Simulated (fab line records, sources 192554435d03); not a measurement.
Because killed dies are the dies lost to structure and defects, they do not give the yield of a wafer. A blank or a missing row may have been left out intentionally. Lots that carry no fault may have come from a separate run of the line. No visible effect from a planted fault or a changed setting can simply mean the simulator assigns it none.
fab line records	flow n5_finfet
record lots=11	wafers=31	last_day=18
route steps=1938 shown BEOL_M7@1278 PASSIVATION@1936
lots that met no fault: from a run of the same line without faults
start_h: hours from the record's opening day to when the first of the lot's shown wafers began	wait_h: hours since the lot's step before	" as in the row above	L1.1+2: several wafers, shown together as one row	- either no value or no given start	* or withheld: withheld	< > ~ a bound
route shown NAME@n: NAME is a module with steps in the file, n the number in the route of the first one	usual: average and standard deviation across the fault-free wafers	same: alike in all rows	chamber/n: place in a boat	sites: the reading at each site	_std_site: how widely they spread, as a standard deviation	_edge_site: the outer-site mean with the inner-site mean subtracted	radius_mm: how far each site lies from the wafer's centre	mask NAME#n: copy n	behind: tool/chamber where the wafer was last shaped	hold: reason for holding the lot/hours on hold/outcome of the hold	device: transistor that didn't switch, given as n, p or np	end of line: at the end of the route, the tests of the same wafers	a step without rows: its recipe alone	killed: dies that structure and defects cost at the first sort, which is not the same as the wafer's yield	map: the dies of a wafer, with x for killed, . for not killed, _ for no die there
set.NAME: the setting that was run; set.NAME@STEP: the one run at that earlier step	model.NAME: the simulator's own value behind a step, which no gauge read
one table for each step of the route and one row for each wafer, over a sample of lots
services: the hour from which a tool's chamber was out of use, counted from the record's first day as start_h (under 0 if before that day), plus the number of hours and why
## steps
# step N5_BEOL_M7_INSPECT_13
# recipe mode=adi	inspect_instrument=brightfield
# usual raw_defect_count=416/110
lot.wafer	tool	chamber	start_h	wait_h	raw_defect_count
L816.3	defect_inspect-01	-	198.93	0.0	239
L816.5	"	-	"	"	376
L816.6	"	-	"	"	414
L815.2	defect_inspect-01	-	199.31	0.0	376
L815.3	"	-	"	"	438
L815.5	"	-	"	"	337
L822.1	defect_inspect-01	-	227.11	0.0	332
L822.2	"	-	"	"	280
L822.6	"	-	"	"	506
L824.4	defect_inspect-01	-	236.02	0.0	262
L824.5	"	-	"	"	310
L824.6	"	-	"	"	356
L827.2	defect_inspect-01	-	261.36	0.0	422
L827.3	"	-	"	"	480
L827.6	"	-	"	"	319
L832.2	defect_inspect-01	-	302.25	0.0	224
L832.3	"	-	"	"	440
L832.5	"	-	"	"	331
L834.1	defect_inspect-01	-	302.29	0.0	484
L834.2	"	-	"	"	474
L834.3	"	-	"	"	449
L835.2	defect_inspect-01	-	306.08	0.0	306
L835.4	"	-	"	"	416
L835.5	"	-	"	"	423
L836.2	defect_inspect-02	-	308.27	0.0	675
L836.3	"	-	"	"	468
L836.4	"	-	"	"	453
L837.2	defect_inspect-01	-	332.29	0.0	466
L837.3	"	-	"	"	443
L838.2	defect_inspect-02	-	337.68	0.0	394
L838.6	"	-	"	"	304
# step N5_BEOL_M7_OVL_MEAS_29
# recipe points_per_wafer=522
# usual V6_OVL=-0.2/0.6
lot.wafer	tool	chamber	start_h	wait_h	V6_OVL[nm]
L816.3	overlay-02	0	203.19	0.0	0.0
L816.5	"	0	"	"	0.3
L816.6	"	0	"	"	0.0
L815.2	overlay-01	0	203.23	0.0	-0.4
L815.3	"	0	"	"	-0.3
L815.5	"	0	"	"	-0.2
L822.1	overlay-02	0	228.32	0.0	-1.1
L822.2	"	0	"	"	0.0
L822.6	"	0	"	"	-0.5
L824.4	overlay-01	0	237.14	0.0	0.3
L824.5	"	0	"	"	1.0
L824.6	"	0	"	"	-0.7
L827.2	overlay-01	0	262.34	0.0	-0.2
L827.3	"	0	"	"	0.0
L827.6	"	0	"	"	-0.3
L832.2	overlay-01	0	303.44	0.0	0.7
L832.3	"	0	"	"	-0.4
L832.5	"	0	"	"	-1.3
L834.1	overlay-01	0	303.83	0.0	-0.4
L834.2	"	0	"	"	-0.1
L834.3	"	0	"	"	0.7
L835.2	overlay-02	0	306.99	0.0	-0.3
L835.4	"	0	"	"	0.4
L835.5	"	0	"	"	0.1
L836.2	overlay-02	0	312.32	0.0	-0.4
L836.3	"	0	"	"	0.8
L836.4	"	0	"	"	0.4
L837.2	overlay-02	0	333.13	0.0	-0.9
L837.3	"	0	"	"	-0.7
L838.2	overlay-02	0	338.64	0.0	-0.7
L838.6	"	0	"	"	-0.9
# step N5_BEOL_M7_ETCH_65
# recipe chemistry=CF4	target=SiARC	target_depth_a=156	mask_material=CAR-EUV	time_s=26	ion_energy_ev=80	pressure_mtorr=40	source_w=545	bias_w=36	Ar_flow_sccm=100	cf4_flow_sccm=100	ends=cleared
# usual drypump_motor_current_A=5.8/0.44	etch_rf_on_time_s=26.9/0.74	oes_product_au=0.65/0.077	rf_fwd_power_W=532.1/2.1	rf_vpp_V=184.2/1.3	showerhead_plenum_p_Torr=2.15/0.078	throttle_valve_pct=15.56/0.29
lot.wafer	tool	chamber	start_h	wait_h	drypump_motor_current_A	etch_rf_on_time_s	oes_product_au	rf_fwd_power_W	rf_hours_counter_h	rf_vpp_V	showerhead_plenum_p_Torr	throttle_valve_pct
L816.3	rie_diel-02	3	203.48	0.0	6.2	25.7	0.60	530.4	220	182.7	2.04	15.88
L816.5	"	3	"	"	6.2	26.1	0.60	530.9	-	181.5	2.04	15.87
L816.6	"	0	"	"	5.8	28.0	0.58	530.3	-	183.3	2.19	15.58
L815.2	rie_diel-06	0	203.51	0.0	6.7	27.2	0.59	530.6	198	185.4	2.19	15.65
L815.3	"	2	"	"	6.1	27.2	0.59	530.7	195	183.7	2.04	16.03
L815.5	"	0	"	"	6.8	27.3	0.58	533.8	-	184.0	2.19	15.64
L822.1	rie_diel-06	2	228.90	0.0	6.1	27.3	0.59	535.1	202	183.5	2.04	16.05
L822.2	"	0	"	"	6.8	27.3	0.58	531.2	206	185.2	2.19	15.65
L822.6	"	0	"	"	6.8	27.3	0.59	531.1	-	184.9	2.19	15.67
L824.4	rie_diel-06	1	237.26	0.0	6.5	26.9	0.75	532.9	52	183.2	2.09	15.33
L824.5	"	2	"	"	6.1	27.1	0.59	532.5	-	183.0	2.03	16.04
L824.6	"	3	"	"	5.8	27.5	0.73	537.3	-	183.0	2.10	15.48
L827.2	rie_diel-01	3	262.52	0.0	6.0	27.9	0.55	534.0	248	183.2	2.02	15.68
L827.3	"	2	"	"	5.4	26.1	0.60	531.4	239	183.1	2.04	15.70
L827.6	"	3	"	"	6.0	28.1	0.55	534.8	-	182.7	2.02	15.68
L832.2	rie_diel-02	0	303.58	0.0	5.8	28.3	0.55	528.5	226	184.7	2.18	15.61
L832.3	"	1	"	"	5.7	27.2	0.71	527.1	67	186.8	2.25	15.20
L832.5	"	2	"	"	5.1	27.3	0.64	532.1	-	183.4	2.15	15.67
L834.1	rie_diel-01	1	304.03	0.0	5.5	26.2	0.60	532.3	231	184.3	2.20	15.87
L834.2	"	3	"	"	6.0	26.8	0.79	538.6	7	185.1	2.27	15.19
L834.3	"	0	"	"	5.7	26.1	0.71	529.1	73	185.2	2.16	15.13
L835.2	rie_diel-02	0	307.13	0.0	5.8	28.4	0.55	532.2	227	185.9	2.18	15.63
L835.4	"	0	"	"	5.8	28.2	0.56	531.6	-	184.9	2.18	15.64
L835.5	"	2	"	"	5.1	27.4	0.64	528.0	-	184.1	2.15	15.67
L836.2	rie_diel-01	3	312.53	0.0	6.0	26.7	0.80	535.5	10	185.6	2.27	15.20
L836.3	"	0	"	"	5.7	26.3	0.70	534.2	77	184.6	2.16	15.13
L836.4	"	0	"	"	5.6	26.0	0.71	527.5	-	183.7	2.16	15.13
L837.2	rie_diel-01	3	333.26	0.0	6.0	27.4	0.77	536.0	15	186.2	2.27	15.20
L837.3	"	2	"	"	5.4	26.1	0.85	535.1	3	185.6	2.29	15.19
L838.2	rie_diel-01	3	338.94	0.0	6.0	27.2	0.77	534.4	18	186.5	2.27	15.20
L838.6	"	1	"	"	5.5	26.1	0.59	531.4	-	184.6	2.19	15.90
# step N5_BEOL_M7_ETCH_41
# recipe chemistry=CH3F/O2	target=SiCN	target_depth_a=319	taper_deg=2	time_s=57.8	ion_energy_ev=120	mask_material=TiN	pressure_mtorr=30	source_w=395	bias_w=75	Ar_flow_sccm=150	CH3F_flow_sccm=30	O2_flow_sccm=20
# usual O2_flow_sccm=20.00/0.057	drypump_motor_current_A=5.8/0.45	oes_product_au=0.77/0.091	rf_fwd_power_W=391.3/1.5	rf_vpp_V=297.6/1.9	showerhead_plenum_p_Torr=2.01/0.076	throttle_valve_pct=16.28/0.28
lot.wafer	tool	chamber	start_h	wait_h	O2_flow_sccm	drypump_motor_current_A	oes_product_au	rf_fwd_power_W	rf_hours_counter_h	rf_vpp_V	showerhead_plenum_p_Torr	throttle_valve_pct
L816.3	rie_diel-02	3	203.74	-	20.12	6.2	0.71	390.2	220	293.5	1.91	16.65
L816.5	"	3	"	"	20.00	6.2	0.70	390.8	-	294.2	1.91	16.65
L816.6	"	0	"	"	19.98	5.8	0.70	389.6	-	299.2	2.05	16.23
L815.2	rie_diel-06	0	203.76	-	20.00	6.8	0.69	391.8	198	299.6	2.05	16.36
L815.3	"	2	"	"	20.03	6.1	0.70	390.9	195	296.1	1.90	16.73
L815.5	"	0	"	"	19.98	6.8	0.68	393.5	-	298.6	2.05	16.37
L822.1	rie_diel-06	2	229.15	-	19.96	6.1	0.65	296.5	202	323.3	1.90	16.73
L822.2	"	0	"	"	19.94	6.8	0.64	296.5	206	327.3	2.05	16.37
L822.6	"	0	"	"	20.00	6.8	0.64	296.4	-	327.9	2.05	16.37
L824.4	rie_diel-06	1	237.51	-	20.06	6.5	0.82	298.4	52	325.2	1.96	16.10
L824.5	"	2	"	"	20.01	6.1	0.65	295.1	-	322.5	1.90	16.74
L824.6	"	3	"	"	20.05	5.7	0.81	297.7	-	325.1	1.96	16.23
L827.2	rie_diel-01	3	262.77	-	20.02	6.0	0.64	392.9	248	294.9	1.87	16.30
L827.3	"	2	"	"	20.07	5.4	0.70	392.7	239	293.5	1.89	16.35
L827.6	"	3	"	"	19.98	6.0	0.65	393.4	-	294.7	1.87	16.28
L832.2	rie_diel-02	0	303.83	-	19.98	5.8	0.66	389.4	226	298.8	2.03	16.29
L832.3	"	1	"	"	20.00	5.8	0.83	390.4	68	300.7	2.12	15.96
L832.5	"	2	"	"	20.07	5.1	0.74	391.9	-	296.6	2.02	16.42
L834.1	rie_diel-01	1	304.28	-	20.07	5.5	0.69	389.8	231	299.1	2.05	16.58
L834.2	"	3	"	"	19.98	6.0	0.93	393.3	7	300.2	2.12	15.82
L834.3	"	0	"	"	20.01	5.6	0.82	390.3	74	298.0	2.03	15.90
L835.2	rie_diel-02	0	307.38	-	20.05	5.8	0.66	390.2	227	298.4	2.03	16.30
L835.4	"	0	"	"	20.01	5.8	0.66	391.9	-	298.6	2.03	16.30
L835.5	"	2	"	"	19.93	5.1	0.75	391.4	-	298.1	2.02	16.44
L836.2	rie_diel-01	3	312.78	-	19.99	6.1	0.93	392.8	10	300.3	2.11	15.80
L836.3	"	0	"	"	19.91	5.7	0.82	391.2	77	297.5	2.03	15.90
L836.4	"	0	"	"	19.88	5.7	0.82	391.4	-	298.0	2.03	15.92
L837.2	rie_diel-01	3	333.52	-	19.98	6.0	0.91	393.2	15	298.4	2.11	15.83
L837.3	"	2	"	"	19.94	5.4	1.01	392.3	3	300.0	2.13	15.84
L838.2	rie_diel-01	3	339.20	-	19.92	6.0	0.91	393.3	18	300.6	2.11	15.85
L838.6	"	1	"	"	20.01	5.5	0.70	390.7	-	298.2	2.05	16.59
# step N5_PASSIVATION_PROBE_49
# usual defect_limited_yield=91.7/1.4	killed_at_M0_to_M3=32/9.7	killed_at_M4_up=14/5.5	killed_at_contacts=13/6.1	killed_at_front_end=35/10	killed_at_other=4.2/2.9	killed_dies=98/17	killed_open=63/12	killed_short=32/7.7	sort_bin_5_function=4.8/0.9	sort_bin_6_memory=3.1/0.63	sort_bin_8_speed=1/3.3	sort_n_pass=1073/41
# same gross_dies=1180	killed_at_back_side=0	sort_bin_4_leakage[%]=0
lot.wafer	tool	chamber	start_h	wait_h	defect_limited_yield[%]	killed_at_M0_to_M3	killed_at_M4_up	killed_at_contacts	killed_at_front_end	killed_at_other	killed_dies	killed_open	killed_short	sort_bin_5_function[%]	sort_bin_6_memory[%]	sort_bin_8_speed[%]	sort_n_pass
L815.2	prober-02	-	276.64	0.3	88.8	32	20	18	55	7	132	76	49	5.5	4.7	0	1048
L815.3	prober-02	-	276.69	0.4	89.6	34	23	4	61	1	123	82	39	5.9	3.9	0	1057
L815.5	prober-02	-	276.79	0.5	88.8	40	38	11	43	0	132	91	39	6.5	4.4	0	1048
L816.3	prober-02	-	279.18	0.1	92.9	25	9	12	38	0	84	56	26	4.6	2.4	0	1096
L816.5	prober-02	-	279.28	0.2	91.4	26	9	20	42	4	101	71	27	5.3	3.0	0	1079
L816.6	prober-02	-	279.33	0.3	90.3	37	18	15	40	4	114	69	34	5.9	2.5	0	1066
L822.1	prober-01	-	305.58	0.0	93.6	28	10	5	30	3	76	51	23	4.1	2.0	0	1104
L822.2	prober-01	-	305.63	0.1	91.5	58	14	1	27	0	100	47	47	5.3	2.7	0	1080
L822.6	prober-01	-	305.83	0.3	93.0	25	7	5	40	6	83	45	36	3.6	3.1	0	1097
L824.4	prober-01	-	321.73	0.2	91.7	25	9	10	47	7	98	62	30	5.3	2.9	0	1082
L824.5	prober-01	-	321.78	0.2	92.7	32	8	10	33	3	86	58	28	4.3	2.5	0	1094
L824.6	prober-01	-	321.83	0.3	91.1	41	7	20	31	6	105	59	45	5.7	2.5	0	1074
L827.2	prober-02	-	346.93	0.1	90.0	48	15	11	43	1	118	66	48	5.8	3.4	0	1062
L827.3	prober-02	-	346.98	0.1	93.7	20	16	7	29	2	74	47	24	4.0	2.0	0	1106
L827.6	prober-02	-	347.13	0.3	92.5	34	11	15	29	0	89	54	34	3.9	3.1	0	1091
L834.1	prober-02	-	383.03	0.0	90.5	42	9	15	43	3	112	75	37	5.6	3.5	0	1068
L834.2	prober-02	-	383.08	0.1	91.9	35	12	9	36	3	95	61	34	5.1	2.7	12	948
L834.3	prober-02	-	383.13	0.1	91.9	34	9	3	46	3	95	56	37	3.7	3.7	0	1085
L832.2	prober-01	-	383.24	0.1	92.1	25	14	16	32	6	93	56	34	4.2	3.5	1	1078
L832.3	prober-01	-	383.29	0.1	90.7	27	15	8	51	9	110	73	35	5.3	3.6	0	1070
L832.5	prober-01	-	383.39	0.2	89.2	48	17	3	55	5	128	76	47	6.3	4.2	0	1052
L835.2	prober-01	-	389.29	0.1	93.0	31	11	18	22	1	83	51	32	3.7	3.1	2	1075
L835.4	prober-01	-	389.39	0.2	92.8	38	14	8	22	3	85	60	25	3.8	3.1	6	1025
L835.5	prober-01	-	389.44	0.2	92.0	28	13	17	34	2	94	57	37	4.8	2.9	21	844
L836.2	prober-02	-	403.49	0.1	93.6	34	4	11	19	8	76	55	20	3.9	2.3	0	1104
L836.3	prober-02	-	403.54	0.1	94.0	8	11	5	31	16	71	42	25	3.6	1.9	0	1109
L836.4	prober-02	-	403.59	0.2	92.3	20	14	21	30	6	91	66	24	4.5	3.0	0	1089
L837.2	prober-01	-	414.82	0.1	93.1	32	5	15	24	5	81	56	23	4.2	2.4	0	1099
L837.3	prober-01	-	414.87	0.1	90.8	33	13	12	47	3	108	60	38	5.1	3.1	0	1072
L838.2	prober-02	-	427.49	0.1	92.7	23	9	9	41	4	86	56	28	4.5	2.8	0	1094
L838.6	prober-02	-	427.69	0.3	92.1	28	5	10	49	1	93	49	37	4.7	2.5	0	1087
# killed by level:class
L815.2 MOL_CONTACT_COAG:geometric_particle:open=16 BEOL_M4:geometric_particle:open=13 FIN_SAQP:geometric_particle:open=11 FIN_SAQP:geometric_particle:short=10 BEOL_M2:geometric_particle:open=8 HKMG_FIN:area_etch=7 BEOL_M2:geometric_particle:short=6 ILD0:geometric_particle:short=5
L815.3 STI_FIN_REVEAL:geometric_particle:open=19 FIN_SAQP:geometric_particle:open=18 BEOL_M0_SAQP:geometric_particle:short=12 BEOL_M4:geometric_particle:open=10 FIN_SAQP:geometric_particle:short=9 BEOL_M0_SAQP:geometric_particle:open=5 BEOL_M2:geometric_particle:open=5 BEOL_M3:geometric_particle:open=4
L815.5 BEOL_M4:geometric_particle:open=28 BEOL_M2:geometric_particle:open=13 MOL_CONTACT_COAG:geometric_particle:open=10 FIN_SAQP:geometric_particle:short=9 BEOL_M0_SAQP:geometric_particle:short=8 STI_FIN_REVEAL:geometric_particle:open=7 BEOL_M0_SAQP:geometric_particle:open=7 BEOL_M3:geometric_particle:open=5
L816.3 MOL_CONTACT_COAG:geometric_particle:open=11 BEOL_M0_SAQP:geometric_particle:short=8 STI_FIN_REVEAL:geometric_particle:open=6 GATE_CUT:geometric_particle:short=5 GATE_CUT:geometric_particle:open=5 BEOL_M0_SAQP:geometric_particle:open=5 BEOL_M3:geometric_particle:open=5 STARTING-WAFER:geometric_particle:open=5
L816.5 MOL_CONTACT_COAG:geometric_particle:open=16 STI_FIN_REVEAL:geometric_particle:open=14 BEOL_M0_SAQP:geometric_particle:open=8 BEOL_M3:geometric_particle:open=5 STI_FIN_REVEAL:geometric_particle:short=4 DUMMY_GATE:geometric_particle:open=4 BEOL_M2:geometric_particle:open=4 MIM_TOP:geometric_particle:open=4
L816.6 MOL_CONTACT_COAG:geometric_particle:open=14 STI_FIN_REVEAL:geometric_particle:open=11 BEOL_M4:geometric_particle:open=11 BEOL_M3:geometric_particle:open=9 HKMG_FIN:area_etch=9 BEOL_M0_SAQP:geometric_particle:open=8 BEOL_M0_SAQP:geometric_particle:short=7 FIN_SAQP:geometric_particle:short=5
L822.1 STI_FIN_REVEAL:geometric_particle:open=12 BEOL_M1:geometric_particle:open=8 BEOL_M0_SAQP:geometric_particle:open=5 FIN_SAQP:geometric_particle:short=4 BEOL_M2:geometric_particle:open=4 BEOL_M3:geometric_particle:open=4 FIN_SAQP:geometric_particle:open=3 MOL_CONTACT_COAG:geometric_particle:open=3
L822.2 BEOL_M0_SAQP:geometric_particle:short=24 BEOL_M0_SAQP:geometric_particle:open=9 BEOL_M3:geometric_particle:open=9 STI_FIN_REVEAL:geometric_particle:open=6 BEOL_M1:geometric_particle:open=5 FIN_SAQP:geometric_particle:short=4 BEOL_M1:geometric_particle:short=4 FIN_CUT:area_etch=4
L822.6 FIN_SAQP:geometric_particle:open=10 BEOL_M0_SAQP:geometric_particle:short=9 FIN_SAQP:geometric_particle:short=8 BEOL_M0_SAQP:geometric_particle:open=6 DUMMY_GATE:geometric_particle:open=5 MOL_CONTACT_COAG:geometric_particle:open=5 STI_FIN_REVEAL:geometric_particle:open=4 GATE_CUT:geometric_particle:open=3
L824.4 DUMMY_GATE:geometric_particle:open=9 FIN_SAQP:geometric_particle:short=8 MOL_CONTACT_COAG:geometric_particle:open=6 BEOL_M3:geometric_particle:open=6 FIN_SAQP:geometric_particle:open=5 FIN_CUT:area_etch=5 MOL_CONTACT_COAG:geometric_particle:short=4 BEOL_M0_SAQP:geometric_particle:open=4
L824.5 BEOL_M1:geometric_particle:open=14 MOL_CONTACT_COAG:geometric_particle:open=9 STI_FIN_REVEAL:geometric_particle:open=7 BEOL_M3:geometric_particle:open=7 BEOL_M1:geometric_particle:short=6 FIN_SAQP:geometric_particle:open=4 DUMMY_GATE:geometric_particle:short=4 DUMMY_GATE:geometric_particle:open=4
L824.6 MOL_CONTACT_COAG:geometric_particle:open=15 BEOL_M1:geometric_particle:open=14 BEOL_M1:geometric_particle:short=8 BEOL_M0_SAQP:geometric_particle:short=6 GATE_CUT:geometric_particle:short=5 MOL_CONTACT_COAG:geometric_particle:short=5 SPACER0:geometric_particle:short=4 BEOL_M2:geometric_particle:open=4
L827.2 BEOL_M0_SAQP:geometric_particle:short=14 BEOL_M0_SAQP:geometric_particle:open=13 FIN_SAQP:geometric_particle:short=11 MOL_CONTACT_COAG:geometric_particle:open=8 BEOL_M2:geometric_particle:open=8 FIN_SAQP:geometric_particle:open=7 BEOL_M4:geometric_particle:open=7 STI_FIN_REVEAL:geometric_particle:open=6
L827.3 STI_FIN_REVEAL:geometric_particle:open=13 MOL_CONTACT_COAG:geometric_particle:open=6 BEOL_M0_SAQP:geometric_particle:open=4 BEOL_M0_SAQP:geometric_particle:short=4 BEOL_M3:geometric_particle:open=4 BEOL_M4:geometric_particle:short=4 DUMMY_GATE:geometric_particle:open=3 GATE_CUT:geometric_particle:short=3
L827.6 MOL_CONTACT_COAG:geometric_particle:open=13 BEOL_M1:geometric_particle:open=8 DUMMY_GATE:geometric_particle:open=6 GATE_CUT:geometric_particle:short=6 BEOL_M0_SAQP:geometric_particle:open=5 BEOL_M0_SAQP:geometric_particle:short=5 BEOL_M1:geometric_particle:short=5 BEOL_M3:geometric_particle:open=5
L834.1 FIN_SAQP:geometric_particle:short=15 MOL_CONTACT_COAG:geometric_particle:open=13 FIN_SAQP:geometric_particle:open=12 BEOL_M0_SAQP:geometric_particle:open=12 BEOL_M0_SAQP:geometric_particle:short=9 STI_FIN_REVEAL:geometric_particle:open=7 BEOL_M3:geometric_particle:open=6 BEOL_M1:geometric_particle:open=5
L834.2 BEOL_M0_SAQP:geometric_particle:open=11 BEOL_M0_SAQP:geometric_particle:short=11 FIN_SAQP:geometric_particle:open=10 BEOL_M0:geometric_particle:open=8 FIN_SAQP:geometric_particle:short=7 MOL_CONTACT_COAG:geometric_particle:open=6 BEOL_M5:geometric_particle:open=4 STARTING-WAFER:geometric_particle:open=4
L834.3 BEOL_M0_SAQP:geometric_particle:open=12 FIN_SAQP:geometric_particle:short=9 FIN_SAQP:geometric_particle:open=9 GATE_CUT:geometric_particle:short=6 BEOL_M0:geometric_particle:open=5 DUMMY_GATE:geometric_particle:open=4 BEOL_M1:geometric_particle:open=4 STI_FIN_REVEAL:geometric_particle:open=3
L832.2 MOL_CONTACT_COAG:geometric_particle:open=13 STI_FIN_REVEAL:geometric_particle:open=9 BEOL_M0_SAQP:geometric_particle:short=8 DUMMY_GATE:geometric_particle:open=7 BEOL_M1:geometric_particle:open=5 FIN_SAQP:geometric_particle:short=4 BEOL_M1:geometric_particle:short=4 BEOL_M4:geometric_particle:open=4
L832.3 STI_FIN_REVEAL:geometric_particle:open=26 BEOL_M1:geometric_particle:open=9 BEOL_M4:geometric_particle:open=7 BEOL_M0_SAQP:geometric_particle:open=6 FIN_SAQP:geometric_particle:open=4 STI_FIN_REVEAL:geometric_particle:short=4 GATE_CUT:geometric_particle:short=4 MOL_CONTACT_COAG:geometric_particle:open=4
L832.5 STI_FIN_REVEAL:geometric_particle:open=18 BEOL_M0_SAQP:geometric_particle:open=12 BEOL_M0_SAQP:geometric_particle:short=11 BEOL_M2:geometric_particle:open=8 DUMMY_GATE:geometric_particle:open=7 GATE_CUT:geometric_particle:short=6 BEOL_M2:geometric_particle:short=5 STI_FIN_REVEAL:geometric_particle:short=4
L835.2 MOL_CONTACT_COAG:geometric_particle:open=15 BEOL_M0_SAQP:geometric_particle:open=9 BEOL_M0_SAQP:geometric_particle:short=7 FIN_SAQP:geometric_particle:short=6 BEOL_M4:geometric_particle:open=5 BEOL_M1:geometric_particle:open=5 GATE_CUT:geometric_particle:short=4 STARTING-WAFER:geometric_particle:open=4
L835.4 BEOL_M2:geometric_particle:open=12 BEOL_M1:geometric_particle:open=7 GATE_CUT:geometric_particle:short=6 MOL_CONTACT_COAG:geometric_particle:open=6 BEOL_M0_SAQP:geometric_particle:short=6 BEOL_M0_SAQP:geometric_particle:open=5 FIN_SAQP:geometric_particle:short=4 STI_FIN_REVEAL:geometric_particle:open=4
L835.5 MOL_CONTACT_COAG:geometric_particle:open=13 GATE_CUT:geometric_particle:short=8 BEOL_M0_SAQP:geometric_particle:short=8 GATE_CUT:geometric_particle:open=6 BEOL_M2:geometric_particle:open=6 BEOL_M0_SAQP:geometric_particle:open=5 STI_FIN_REVEAL:geometric_particle:open=4 MOL_CONTACT_COAG:geometric_particle:short=4
L836.2 BEOL_M2:geometric_particle:open=12 MOL_CONTACT_COAG:geometric_particle:open=10 BEOL_M0_SAQP:geometric_particle:open=6 PASS1_CAP:geometric_particle:open=6 BEOL_M1:geometric_particle:open=6 FIN_SAQP:geometric_particle:open=5 FIN_SAQP:geometric_particle:short=5 BEOL_M1:geometric_particle:short=3
L836.3 STARTING-WAFER:geometric_particle:short=7 FIN_SAQP:geometric_particle:open=5 BEOL_M4:geometric_particle:open=5 MOL_CONTACT_COAG:geometric_particle:open=4 PASS1_CAP:geometric_particle:short=4 FIN_SAQP:geometric_particle:short=3 STI_FIN_REVEAL:geometric_particle:open=3 MIM_TOP_ETCH:geometric_particle:open=3
L836.4 MOL_CONTACT_COAG:geometric_particle:open=21 BEOL_M1:geometric_particle:open=7 FIN_SAQP:geometric_particle:open=5 BEOL_M4:geometric_particle:open=5 STARTING-WAFER:geometric_particle:short=5 FIN_SAQP:geometric_particle:short=4 STI_FIN_REVEAL:geometric_particle:open=4 GATE_CUT:geometric_particle:short=3
L837.2 MOL_CONTACT_COAG:geometric_particle:open=12 BEOL_M0_SAQP:geometric_particle:open=12 BEOL_M2:geometric_particle:open=6 STI_FIN_REVEAL:geometric_particle:open=5 GATE_CUT:geometric_particle:short=4 BEOL_M0_SAQP:geometric_particle:short=4 FIN_SAQP:geometric_particle:short=3 MOL_CONTACT_COAG:geometric_particle:short=3
L837.3 BEOL_M3:geometric_particle:open=9 FIN_SAQP:geometric_particle:short=8 MOL_CONTACT_COAG:geometric_particle:open=8 HKMG_FIN:area_etch=8 BEOL_M1:geometric_particle:open=7 FIN_SAQP:geometric_particle:open=6 GATE_CUT:geometric_particle:short=6 BEOL_M0_SAQP:geometric_particle:open=5
L838.2 STI_FIN_REVEAL:geometric_particle:open=10 FIN_SAQP:geometric_particle:short=9 BEOL_M0_SAQP:geometric_particle:short=9 MOL_CONTACT_COAG:geometric_particle:open=7 BEOL_M0_SAQP:geometric_particle:open=7 FIN_SAQP:geometric_particle:open=6 DUMMY_GATE:geometric_particle:open=5 BEOL_M2:geometric_particle:open=4
L838.6 FIN_SAQP:geometric_particle:open=13 FIN_SAQP:geometric_particle:short=12 MOL_CONTACT_COAG:geometric_particle:open=7 BEOL_M0_SAQP:geometric_particle:short=7 BEOL_M0_SAQP:geometric_particle:open=6 BEOL_M2:geometric_particle:open=6 BEOL_M1:geometric_particle:open=4 STARTING-WAFER:geometric_particle:short=4
## services
tool	chamber	start_h	hours	kind
rie_diel-01	3	198.80	7.3	repair
rie_diel-01	3	211.77	18.5	repair
rie_diel-01	3	268.96	-	clean
rie_diel-01	3	268.96	-	consumable_replace:focus_ring
rie_diel-01	3	268.96	-	consumable_replace:showerhead
rie_diel-01	3	268.96	16.1	scheduled_down
rie_diel-01	3	268.96	16.1	vent_cycle
rie_diel-02	3	289.51	-	clean
rie_diel-02	3	289.51	-	consumable_replace:focus_ring
rie_diel-02	3	289.51	-	consumable_replace:showerhead
rie_diel-02	3	289.51	19.7	scheduled_down
rie_diel-02	3	289.51	19.7	vent_cycle
rie_diel-01	2	294.63	-	clean
rie_diel-01	2	294.63	-	consumable_replace:focus_ring
rie_diel-01	2	294.63	-	consumable_replace:showerhead
rie_diel-01	2	294.63	22.6	scheduled_down
rie_diel-01	2	294.63	22.6	vent_cycle
rie_diel-06	2	307.54	9.9	repair
rie_diel-06	3	329.67	5.2	repair
rie_diel-06	2	339.05	4.8	repair
## key
first_sign step=N5_BEOL_M7_ETCH_41	reading=rf_fwd_power_W	direction=down	sigmas=64	usual=*	struck=*
effect step=N5_BEOL_M7_ETCH_41	reading=rf_vpp_V	direction=up	sigmas=15	usual=297.6	struck=325.2
met_at N5_BEOL_M7_ETCH_41
struck_lots L822,L824
not_acting_at N5_BEOL_M7_INSPECT_13,N5_BEOL_M7_OVL_MEAS_29,N5_BEOL_M7_ETCH_65
onset_between 203.76 229.15
fault kind=process_parameter_drift	tool=rie_diel-06	chamber=-	onset_h=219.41	steps=N5_BEOL_M7_ETCH_41	channel=source_w	offset=-94.8	shape=step	end_h=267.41	acts_in=these_recipes_only	stated=395
